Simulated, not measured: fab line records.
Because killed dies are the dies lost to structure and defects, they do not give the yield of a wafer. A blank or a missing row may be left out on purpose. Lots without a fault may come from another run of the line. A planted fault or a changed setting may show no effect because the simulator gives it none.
Chamber matching / flow n5_finfet / uv_cure-01 running N5_BEOL_M9_CURE_72: 3 sister chambers
The step cures SiCOH lowk, time 120 s. 3 wafers are shown with their chamber, then 11 later ones without.

EACH WAFER AND ITS CHAMBER
wafer=L086.3 chamber=0 wafer_temp_C_max=371.7
wafer=L090.6 chamber=1 wafer_temp_C_max=372.0
wafer=L091.2 chamber=2 wafer_temp_C_max=371.5

WAFERS WITHOUT THEIR CHAMBER
wafer=L091.4 wafer_temp_C_max=372.2
wafer=L091.5 wafer_temp_C_max=372.3
wafer=L095.3 wafer_temp_C_max=372.4
wafer=L095.4 wafer_temp_C_max=372.3
wafer=L095.5 wafer_temp_C_max=371.9
wafer=L094.2 wafer_temp_C_max=371.0
wafer=L094.3 wafer_temp_C_max=371.0
wafer=L094.5 wafer_temp_C_max=371.5
wafer=L097.1 wafer_temp_C_max=371.4
wafer=L097.2 wafer_temp_C_max=371.5
wafer=L097.3 wafer_temp_C_max=371.9

WHICH CHAMBER EACH ONE RAN IN
wafer=L091.4; from the rows above=can't be placed: 1 or 0 or 2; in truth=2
wafer=L091.5; from the rows above=can't be placed: 1 or 0 or 2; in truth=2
wafer=L095.3; from the rows above=can't be placed: 1 or 0 or 2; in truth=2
wafer=L095.4; from the rows above=can't be placed: 1 or 0 or 2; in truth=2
wafer=L095.5; from the rows above=can't be placed: 1 or 0 or 2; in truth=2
wafer=L094.2; from the rows above=can't be placed: 2 or 0 or 1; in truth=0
wafer=L094.3; from the rows above=can't be placed: 2 or 0 or 1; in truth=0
wafer=L094.5; from the rows above=can't be placed: 2 or 0 or 1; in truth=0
wafer=L097.1; from the rows above=can't be placed: 2 or 0 or 1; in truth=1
wafer=L097.2; from the rows above=can't be placed: 2 or 0 or 1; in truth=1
wafer=L097.3; from the rows above=can't be placed: 1 or 0 or 2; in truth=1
Correctly placed: 0 of 11. These rows do not allow placing 11 (true chamber among the candidates in 11). Wrongly placed: 0.
How it was worked out, from the rows above alone: a wafer's distance from a chamber is the root of the sum, over the readings, of the square of ((its reading less the chamber's mean) divided by the reading's scatter). If the next closest chamber is less than 2 further off than the closest, the wafer can't be placed; otherwise it belongs to the closest. For every chamber, the mean is computed from those of its wafers that are shown. The scatter: root of mean squared gap, hidden wafer to nearest shown wafer, with one shown wafer a chamber.
